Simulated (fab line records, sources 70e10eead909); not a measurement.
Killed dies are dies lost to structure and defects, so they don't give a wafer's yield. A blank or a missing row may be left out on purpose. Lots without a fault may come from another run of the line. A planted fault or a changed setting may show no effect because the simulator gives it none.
Which tool did it? | flow nand_harc | 24 lots, 72 wafers sampled, at 3 steps of a route of 1302

WHAT THE GAUGES READ, wafer by wafer
NHARC_P_GATE_INSPECT_68.
lot  | measured     | on                | raw_defect_count
L074 | day 6 04:37  | defect_inspect-01 | 132 279 233
L075 | day 6 11:08  | defect_inspect-01 | 164 232 202
L076 | day 6 12:35  | defect_inspect-01 | 205 365 159
L077 | day 7 07:05  | defect_inspect-02 | 251 194 140
L078 | day 7 12:53  | defect_inspect-01 | 403 152 307
L079 | day 8 01:10  | defect_inspect-02 | 237 112 239
L080 | day 8 08:20  | defect_inspect-01 | 254 168 179
L081 | day 8 18:16  | defect_inspect-01 | 193 340 258
L082 | day 9 05:14  | defect_inspect-01 | 328 179 176
L083 | day 10 01:52 | defect_inspect-01 | 200 379 213
L084 | day 10 06:15 | defect_inspect-02 | 170 379 236
L085 | day 10 09:07 | defect_inspect-02 | 177 210 254
L086 | day 10 23:38 | defect_inspect-01 | 279 168 401
L087 | day 11 03:59 | defect_inspect-02 | 435 259 453
L088 | day 11 22:42 | defect_inspect-02 | 340 337 237
L089 | day 12 00:25 | defect_inspect-01 | 183 208 201
L090 | day 12 14:13 | defect_inspect-02 | 172 195 207
L091 | day 13 04:01 | defect_inspect-02 | 99 242 148
L092 | day 13 09:56 | defect_inspect-02 | 211 135 170
L093 | day 14 00:19 | defect_inspect-02 | 180 147 140
L094 | day 14 06:11 | defect_inspect-01 | 106 115 189
L095 | day 14 16:04 | defect_inspect-02 | 329 287 211
L096 | day 15 00:38 | defect_inspect-02 | 171 146 273
L097 | day 15 13:38 | defect_inspect-01 | 350 337 412

WHICH TOOL RAN EACH LOT (tool, then ch and the chambers of the sampled wafers, then the start)
lot  | NHARC_P_ZERO_WELL_DESCUM_13        | NHARC_P_ZERO_WELL_DESCUM_26
L074 | rie_diel-07 ch 0,1,2, day 1 21:17  | rie_diel-07 ch 2,3, day 1 22:43
L075 | rie_diel-07 ch 0,1,2, day 2 07:26  | rie_diel-07 ch 0,1,2, day 2 11:50
L076 | rie_diel-08 ch 1,2,3, day 2 17:17  | rie_diel-08 ch 1,2,3, day 2 18:30
L077 | rie_diel-12 ch 2,3, day 3 03:24    | rie_diel-12 ch 0,1,2, day 3 04:49
L078 | rie_diel-08 ch 0,1,3, day 3 13:28  | rie_diel-08 ch 0,1,2, day 3 14:49
L079 | rie_diel-07 ch 1,2,3, day 3 23:42  | rie_diel-12 ch 0,2,3, day 4 01:05
L080 | rie_diel-12 ch 1,2,3, day 4 09:27  | rie_diel-12 ch 1,2,3, day 4 10:53
L081 | rie_diel-12 ch 2,3, day 4 19:16    | rie_diel-08 ch 0,2,3, day 4 20:34
L082 | rie_diel-12 ch 2,3, day 5 05:43    | rie_diel-08 ch 2,3, day 5 07:05
L083 | rie_diel-07 ch 0,3, day 5 15:24    | rie_diel-07 ch 1,3, day 5 16:39
L084 | rie_diel-08 ch 0,1,2, day 6 01:25  | rie_diel-08 ch 1,2,3, day 6 02:49
L085 | rie_diel-07 ch 0,1,3, day 6 11:26  | rie_diel-12 ch 1,3, day 6 12:38
L086 | rie_diel-08 ch 0,1,2, day 6 21:24  | rie_diel-07 ch 1,2,3, day 6 22:46
L087 | rie_diel-12 ch 1,2, day 7 07:24    | rie_diel-08 ch 0,1,3, day 7 08:48
L088 | rie_diel-12 ch 0,1,3, day 7 17:25  | rie_diel-12 ch 0,2,3, day 7 18:40
L089 | rie_diel-12 ch 0,2,3, day 8 03:31  | rie_diel-12 ch 0,1,2, day 8 04:51
L090 | rie_diel-07 ch 0,1, day 8 13:24    | rie_diel-12 ch 0,2,3, day 8 14:48
L091 | rie_diel-12 ch 0,3, day 8 23:23    | rie_diel-12 ch 0,2,3, day 9 00:46
L092 | rie_diel-08 ch 0,1,2, day 9 09:17  | rie_diel-08 ch 1,2,3, day 9 10:29
L093 | rie_diel-07 ch 0,1,2, day 9 19:25  | rie_diel-08 ch 1,2, day 9 20:43
L094 | rie_diel-08 ch 0,3, day 10 05:25   | rie_diel-12 ch 2,3, day 10 06:53
L095 | rie_diel-12 ch 2,3, day 10 15:37   | rie_diel-12 ch 1,3, day 10 16:59
L096 | rie_diel-08 ch 0,2,3, day 11 01:36 | rie_diel-12 ch 0,2,3, day 11 02:58
L097 | rie_diel-12 ch 0,2,3, day 11 11:25 | rie_diel-12 ch 1,2, day 11 12:44
- NHARC_P_ZERO_WELL_DESCUM_13: chemistry O2, time 3 s.
- NHARC_P_ZERO_WELL_DESCUM_26: chemistry O2, time 3 s.

WHAT THE TOOLS THEMSELVES READ (means of the sampled wafers that have a number; where no wafer has one, the mark that the record gives instead)
NHARC_P_ZERO_WELL_DESCUM_13.
lot  | tool        | drypump_motor_current_A (A) | oes_product_au (a.u.) | rf_vpp_V (V) | showerhead_plenum_p_Torr (Torr) | throttle_valve_pct (%)
L074 | rie_diel-07 | 6.0                         | 1.000                 | 58.0         | 1.91                            | 11.310
L075 | rie_diel-07 | 6.0                         | 1.000                 | 57.4         | 1.91                            | 11.317
L076 | rie_diel-08 | 5.9                         | 1.011                 | 57.7         | 1.97                            | 11.306
L077 | rie_diel-12 | 6.0                         | 0.993                 | 58.0         | 2.00                            | 11.319
L078 | rie_diel-08 | 5.8                         | 1.005                 | 57.9         | 1.91                            | 11.302
L079 | rie_diel-07 | 5.7                         | 1.005                 | 57.9         | 1.88                            | 11.311
L080 | rie_diel-12 | 5.8                         | 1.007                 | 57.8         | 1.96                            | 11.312
L081 | rie_diel-12 | 6.0                         | 1.007                 | 58.3         | 1.99                            | 11.308
L082 | rie_diel-12 | 5.9                         | 1.000                 | 58.8         | 1.99                            | 11.308
L083 | rie_diel-07 | 5.5                         | 0.990                 | 57.2         | 1.90                            | 11.308
L084 | rie_diel-08 | 5.7                         | 1.006                 | 57.4         | 1.89                            | 11.316
L085 | rie_diel-07 | 5.7                         | 1.003                 | 56.9         | 1.88                            | 11.319
L086 | rie_diel-08 | 5.7                         | 0.999                 | 57.4         | 1.89                            | 11.324
L087 | rie_diel-12 | 5.7                         | 0.993                 | 58.0         | 1.95                            | 11.315
L088 | rie_diel-12 | 5.8                         | 1.000                 | 57.6         | 1.92                            | 11.312
L089 | rie_diel-12 | 5.9                         | 0.989                 | 58.0         | 1.95                            | 11.311
L090 | rie_diel-07 | 6.1                         | 1.011                 | 57.1         | 1.88                            | 11.321
L091 | rie_diel-12 | 5.8                         | 1.000                 | 57.6         | 1.92                            | 11.318
L092 | rie_diel-08 | 5.7                         | 1.002                 | 57.6         | 1.89                            | 11.307
L093 | rie_diel-07 | 6.0                         | 1.011                 | 57.8         | 1.89                            | 11.308
L094 | rie_diel-08 | 6.2                         | 1.006                 | 57.3         | 1.94                            | 11.310
L095 | rie_diel-12 | 5.9                         | 0.997                 | 57.9         | 1.98                            | 11.314
L096 | rie_diel-08 | 6.0                         | 0.999                 | 58.1         | 1.93                            | 11.321
L097 | rie_diel-12 | 5.9                         | 0.997                 | 57.8         | 1.95                            | 11.320

NHARC_P_ZERO_WELL_DESCUM_26.
lot  | tool        | drypump_motor_current_A (A) | oes_product_au (a.u.) | rf_vpp_V (V) | showerhead_plenum_p_Torr (Torr) | throttle_valve_pct (%)
L074 | rie_diel-07 | 5.2                         | 0.990                 | 57.6         | 1.89                            | 11.314
L075 | rie_diel-07 | 6.0                         | 1.002                 | 58.0         | 1.91                            | 11.305
L076 | rie_diel-08 | 5.9                         | 1.007                 | 57.8         | 1.97                            | 11.314
L077 | rie_diel-12 | 5.7                         | 0.998                 | 57.8         | 1.92                            | 11.305
L078 | rie_diel-08 | 5.7                         | 1.005                 | 58.7         | 1.90                            | 11.313
L079 | rie_diel-12 | 5.9                         | 0.996                 | 58.7         | 1.96                            | 11.300
L080 | rie_diel-12 | 5.8                         | 1.000                 | 57.3         | 1.96                            | 11.310
L081 | rie_diel-08 | 6.0                         | 1.005                 | 57.0         | 1.95                            | 11.309
L082 | rie_diel-08 | 6.1                         | 0.994                 | 57.7         | 2.01                            | 11.309
L083 | rie_diel-07 | 5.4                         | 0.995                 | 57.5         | 1.86                            | 11.317
L084 | rie_diel-08 | 5.9                         | 0.999                 | 58.9         | 1.96                            | 11.312
L085 | rie_diel-12 | 5.7                         | 0.993                 | 57.2         | 1.91                            | 11.302
L086 | rie_diel-07 | 5.7                         | 1.002                 | 57.0         | 1.88                            | 11.301
L087 | rie_diel-08 | 5.8                         | 1.006                 | 57.5         | 1.90                            | 11.311
L088 | rie_diel-12 | 5.9                         | 0.995                 | 58.4         | 1.95                            | 11.305
L089 | rie_diel-12 | 5.8                         | 1.003                 | 57.5         | 1.91                            | 11.309
L090 | rie_diel-12 | 5.9                         | 0.990                 | 57.4         | 1.95                            | 11.305
L091 | rie_diel-12 | 5.9                         | 0.995                 | 58.2         | 1.95                            | 11.307
L092 | rie_diel-08 | 5.9                         | 1.001                 | 57.9         | 1.96                            | 11.304
L093 | rie_diel-08 | 5.8                         | 0.990                 | 57.7         | 1.95                            | 11.313
L094 | rie_diel-12 | 5.9                         | 1.002                 | 57.7         | 1.98                            | 11.316
L095 | rie_diel-12 | 5.9                         | 1.005                 | 57.3         | 1.94                            | 11.311
L096 | rie_diel-12 | 5.9                         | 1.002                 | 58.0         | 1.95                            | 11.315
L097 | rie_diel-12 | 5.7                         | 0.998                 | 57.5         | 1.90                            | 11.316

THE ANSWER, worked out from the rows above alone
Rule: what is usual is taken from the lots themselves. Put in order of their means at a reading, lots are off if they are a third of the lots or fewer, leave a main group of 4 or more, and stand apart from it by a gap of 3 or more times the standard deviation of the main group's means; of several such gaps the widest counts. A main group whose means are all the same, to the digits that the tables above print for the reading, isn't used. A lot without any number at a reading at which 4 lots or more have one is off too. The other lots that the step has rows for count as sound. The gauges are gone through in route order, then the tools' own readings, and for those a lot's mean is taken as printed above. The first step at which some lot is off is used, and at that step the reading that is off furthest; a lot without a number counts as furthest.
No lot is off at any reading shown: from this, nothing can be told.

WHAT THE SIMULATOR HAD PUT IN
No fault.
